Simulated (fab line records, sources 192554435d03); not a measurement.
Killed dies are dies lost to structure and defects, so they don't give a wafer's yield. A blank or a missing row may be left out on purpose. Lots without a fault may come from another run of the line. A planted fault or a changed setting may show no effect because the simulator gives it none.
Which tool did it? | flow n5_finfet | 10 lots, 26 wafers sampled, at 6 steps of a route of 1938

WHAT THE GAUGES READ, wafer by wafer
N5_BEOL_M4_RC_MEAS_101. Usual: DIBL_N 36.4 mV/V, standard deviation 1.9; DIBL_P 35.8 mV/V, standard deviation 2.1; IOFF_N 0.158 nA/um, standard deviation 0.029; IOFF_P 0.21 nA/um, standard deviation 0.035; ION_N 676 uA/um, standard deviation 14; ION_P 465 uA/um, standard deviation 9.7; SS_N 71.5 mV/dec, standard deviation 0.66; SS_P 73.4 mV/dec, standard deviation 0.7; VT_N 249.8 mV, standard deviation 3; VT_P -250 mV, standard deviation 3.3.
lot  | measured     | on        | DIBL_N (mV/V)  | DIBL_P (mV/V)  | IOFF_N (nA/um)    | IOFF_P (nA/um) | ION_N (uA/um) | ION_P (uA/um) | SS_N (mV/dec)  | SS_P (mV/dec)  | VT_N (mV)         | VT_P (mV)      | flag
L621 | day 9 10:26  | prober-02 | 38.1 37.7 35.1 | 37.1 36.5 33.8 | 0.194 0.180 0.139 | 0.26 0.25 0.21 | 698 703 691   | 479 489 482   | 71.5 71.7 70.8 | 73.5 73.9 72.7 | 243.8 246.4 249.2 | -245 -247 -247 |
L624 | day 10 10:10 | prober-01 | 34.3 37.0 34.0 | 32.2 34.8 31.5 | 0.113 0.145 0.107 | 0.18 0.22 0.18 | 676 664 661   | 473 462 461   | 70.4 71.4 70.4 | 72.4 73.2 72.1 | 255.0 250.7 254.0 | -251 -247 -250 |
L625 | day 10 17:08 | prober-02 | 37.6 38.4      | 35.5 36.2      | 0.155 0.171       | 0.22 0.22      | 688 690       | 474 471       | 70.3 71.1      | 73.1 73.4      | 249.2 250.3       | -248 -246      |
L626 | day 10 17:44 | prober-01 | 37.8 37.5 35.5 | 37.2 37.2 34.2 | 0.177 0.171 0.135 | 0.26 0.26 0.20 | 676 676 667   | 473 471 465   | 71.2 71.5 70.9 | 73.9 74.0 73.1 | 248.1 248.2 252.9 | -248 -246 -250 |
L628 | day 11 04:08 | prober-01 | 38.3 34.2      | 38.8 35.3      | 0.204 0.135       | 0.30 0.23      | 678 686       | 472 482       | 72.6 71.4      | 74.8 73.7      | 246.1 250.5       | -246 -246      |
L630 | day 11 21:34 | prober-01 | 38.9 38.0 41.7 | 37.3 35.8 40.5 | 0.190 0.161 0.228 | 0.27 0.22 0.31 | 707 687 708   | 484 470 482   | 71.1 71.3 72.0 | 73.9 73.3 74.9 | 243.9 248.4 242.3 | -243 -249 -244 |
L631 | day 12 12:55 | prober-02 | 38.2 33.7      | 38.0 33.5      | 0.187 0.113       | 0.21 0.15      | 678 663       | 465 456       | 72.9 70.5      | 73.3 71.4      | 248.1 253.5       | -250 -253      |
L632 | day 12 22:19 | prober-01 | 36.3 37.1      | 36.4 36.8      | 0.150 0.162       | 0.20 0.21      | 664 683       | 454 460       | 71.9 71.9      | 73.8 73.5      | 249.2 251.9       | -253 -253      |
L639 | day 14 17:25 | prober-02 | 38.4 35.8 39.0 | 37.8 33.4 37.1 | 0.196 0.134 0.208 | 0.23 0.17 0.23 | 676 666 665   | 461 454 457   | 72.1 70.3 72.7 | 73.7 72.7 73.9 | 247.2 250.9 247.2 | -247 -251 -250 |
L642 | day 15 10:07 | prober-01 | 33.6 31.6 30.2 | 33.7 31.8 30.0 | 0.126 0.110 0.091 | 0.18 0.16 0.14 | 668 667 652   | 463 462 455   | 72.0 70.6 70.8 | 72.9 72.2 71.9 | 252.8 253.3 257.4 | -250 -254 -254 |

WHICH TOOL RAN EACH LOT (tool, then ch and the chambers of the sampled wafers, then the start)
lot  | N5_BEOL_M1_PECVD_72             | N5_BEOL_M1_ANNEAL_93         | N5_BEOL_M1_ANNEAL_51             | N5_BEOL_M1_CMP_52             | N5_BEOL_M1_DEP_57
L621 | pecvd-03 ch 1,2, day 6 16:11    | pvd_sputter-01, day 7 01:00  | rtp_anneal-02 ch 0, day 7 01:38  | cmp-03 ch 1,2, day 7 02:00    | pecvd-04 ch 0,2, day 7 02:29
L624 | pecvd-04 ch 1,2, day 7 10:11    | pvd_sputter-03, day 7 18:52  | rtp_anneal-01 ch 0, day 7 19:30  | cmp-02 ch 0,1,3, day 7 20:18  | pecvd-04 ch 1,2, day 7 20:40
L625 | pecvd-02 ch 1,2, day 7 15:03    | pvd_sputter-02, day 8 03:18  | rtp_anneal-02 ch 0, day 8 04:19  | cmp-02 ch 0,3, day 8 04:37    | pecvd-04 ch 0,1, day 8 05:07
L626 | pecvd-03 ch 0,2, day 7 16:46    | pvd_sputter-03, day 8 03:46  | rtp_anneal-01 ch 0, day 8 04:31  | cmp-02 ch 1,2,3, day 8 04:59  | pecvd-04 ch 1,2, day 8 05:24
L628 | pecvd-02 ch 1,2, day 8 09:30    | pvd_sputter-02, day 8 23:58  | rtp_anneal-01 ch 0, day 9 00:32  | cmp-02 ch 0,1, day 9 01:10    | pecvd-02 ch 2, day 9 01:34
L630 | pecvd-04 ch 0,2, day 8 22:00    | pvd_sputter-02, day 9 06:36  | rtp_anneal-02 ch 0, day 9 07:12  | cmp-03 ch 0,2,3, day 9 07:35  | pecvd-04 ch 0,1,2, day 9 08:02
L631 | pecvd-02 ch 0,2, day 9 02:41    | pvd_sputter-01, day 9 12:10  | rtp_anneal-02 ch 0, day 9 12:43  | cmp-02 ch 2,3, day 9 13:01    | pecvd-02 ch 0,1, day 9 13:34
L632 | pecvd-02 ch 1,2, day 9 07:14    | pvd_sputter-01, day 9 15:56  | rtp_anneal-01 ch 0, day 9 16:32  | cmp-02 ch 1,3, day 9 17:01    | pecvd-04 ch 0, day 9 17:26
L639 | pecvd-03 ch 1,2, day 11 06:34   | pvd_sputter-03, day 12 03:20 | rtp_anneal-02 ch 0, day 12 03:56 | cmp-04 ch 1,2,3, day 12 05:06 | pecvd-03 ch 0,1,2, day 12 05:43
L642 | pecvd-04 ch 0,1,2, day 11 18:59 | pvd_sputter-03, day 12 08:11 | rtp_anneal-02 ch 0, day 12 08:44 | cmp-03 ch 2,3, day 12 09:05   | pecvd-03 ch 0,2, day 12 09:33
- N5_BEOL_M1_PECVD_72: deposits SiO2 from TEOS/O2, target thk 16 nm, time 18 s.
- N5_BEOL_M1_ANNEAL_93: time 240 s.
- N5_BEOL_M1_ANNEAL_51: time 90 s.
- N5_BEOL_M1_CMP_52: polishes, stops on SiOC, t overpolish 6.8 s, target thk 40 nm.
- N5_BEOL_M1_DEP_57: deposits SiCN from 3MS/NH3, target thk 8 nm, time 14 s.

WHAT THE TOOLS THEMSELVES READ (means of the sampled wafers that have a number; where no wafer has one, the mark that the record gives instead)
N5_BEOL_M1_PECVD_72. Usual: heater_power_outer_w 425 W, standard deviation 52; heater_power_w 713 W, standard deviation 86; showerhead_plenum_p_Torr 8.79 Torr, standard deviation 0.052; throttle_valve_pct 22.3 %, standard deviation 1.3.
lot  | tool     | heater_power_outer_w (W) | heater_power_w (W) | showerhead_plenum_p_Torr (Torr) | throttle_valve_pct (%) | flag
L621 | pecvd-03 | 494                      | 869                | 8.73                            | 22.5                   |
L624 | pecvd-04 | 374                      | 624                | 8.81                            | 22.1                   |
L625 | pecvd-02 | 422                      | 694                | 8.80                            | 23.1                   |
L626 | pecvd-03 | 453                      | 814                | 8.73                            | 21.6                   |
L628 | pecvd-02 | 477                      | 770                | 8.83                            | 23.0                   |
L630 | pecvd-04 | 418                      | 674                | 8.84                            | 22.1                   |
L631 | pecvd-02 | 422                      | 722                | 8.79                            | 22.9                   |
L632 | pecvd-02 | 416                      | 684                | 8.80                            | 22.9                   |
L639 | pecvd-03 | 481                      | 854                | 8.72                            | 22.7                   |
L642 | pecvd-04 | 432                      | 668                | 8.81                            | 22.0                   |

N5_BEOL_M1_ANNEAL_93. Usual: heater_power_w 867 W, standard deviation 73.
lot  | tool           | heater_power_w (W) | flag
L621 | pvd_sputter-01 | 881                |
L624 | pvd_sputter-03 | 767                |
L625 | pvd_sputter-02 | 874                |
L626 | pvd_sputter-03 | 865                |
L628 | pvd_sputter-02 | 788                |
L630 | pvd_sputter-02 | 818                |
L631 | pvd_sputter-01 | 921                |
L632 | pvd_sputter-01 | 941                |
L639 | pvd_sputter-03 | 845                |
L642 | pvd_sputter-03 | 916                |

N5_BEOL_M1_ANNEAL_51. Usual: wafer_temp_C_max 226.01, standard deviation 0.24.
lot  | tool          | wafer_temp_C_max | flag
L621 | rtp_anneal-02 | 226.12           |
L624 | rtp_anneal-01 | 226.08           |
L625 | rtp_anneal-02 | 225.65           |
L626 | rtp_anneal-01 | 226.06           |
L628 | rtp_anneal-01 | 226.07           |
L630 | rtp_anneal-02 | 226.18           |
L631 | rtp_anneal-02 | 226.02           |
L632 | rtp_anneal-01 | 226.03           |
L639 | rtp_anneal-02 | 225.78           |
L642 | rtp_anneal-02 | 225.87           |

N5_BEOL_M1_CMP_52. Usual: barrier_field_endpoint_s 24.9 s, standard deviation 0.56; motor_current_A 6.1 A, standard deviation 0.43.
lot  | tool   | barrier_field_endpoint_s (s) | motor_current_A (A) | flag
L621 | cmp-03 | 25.5                         | 5.9                 |
L624 | cmp-02 | 25.2                         | 5.8                 |
L625 | cmp-02 | 25.4                         | 6.0                 |
L626 | cmp-02 | 24.4                         | 6.0                 |
L628 | cmp-02 | 25.3                         | 6.1                 |
L630 | cmp-03 | 25.3                         | 6.4                 |
L631 | cmp-02 | 23.2                         | 6.0                 | OFF
L632 | cmp-02 | 23.2                         | 5.7                 | OFF
L639 | cmp-04 | 25.0                         | 6.2                 |
L642 | cmp-03 | 24.7                         | 6.1                 |

N5_BEOL_M1_DEP_57. Usual: showerhead_plenum_p_Torr 3.669 Torr, standard deviation 0.011; throttle_valve_pct 9.0 %, standard deviation 0.51.
lot  | tool     | showerhead_plenum_p_Torr (Torr) | throttle_valve_pct (%) | flag
L621 | pecvd-04 | 3.671                           | 8.9                    |
L624 | pecvd-04 | 3.674                           | 8.9                    |
L625 | pecvd-04 | 3.675                           | 9.1                    |
L626 | pecvd-04 | 3.675                           | 9.0                    |
L628 | pecvd-02 | 3.660                           | 10.1                   |
L630 | pecvd-04 | 3.672                           | 8.8                    |
L631 | pecvd-02 | 3.680                           | 8.9                    |
L632 | pecvd-04 | 3.675                           | 8.9                    |
L639 | pecvd-03 | 3.653                           | 9.4                    |
L642 | pecvd-03 | 3.656                           | 9.1                    |

THE ANSWER, worked out from the rows above alone
Rule: a lot is off if the mean of its wafers that have a number lies more than 3 standard deviations from the usual mean. A lot without any number at a reading at which 4 lots or more have one is off too. The other lots that the step has rows for count as sound. The gauges are gone through in route order, then the tools' own readings, and for those a lot's mean is taken as printed above. The first step at which some lot is off is used, and at that step the reading that is off furthest; a lot without a number counts as furthest.
Off: L631, L632, at N5_BEOL_M1_CMP_52 (barrier_field_endpoint_s).
A tool fits if, at that step or a process step before it, it ran every lot that is off, and no sound lot after the first of them. Can't be told from this: 3 tools fit, pecvd-02 at N5_BEOL_M1_PECVD_72, pvd_sputter-01 at N5_BEOL_M1_ANNEAL_93, cmp-02 at N5_BEOL_M1_CMP_52.

WHAT THE SIMULATOR HAD PUT IN
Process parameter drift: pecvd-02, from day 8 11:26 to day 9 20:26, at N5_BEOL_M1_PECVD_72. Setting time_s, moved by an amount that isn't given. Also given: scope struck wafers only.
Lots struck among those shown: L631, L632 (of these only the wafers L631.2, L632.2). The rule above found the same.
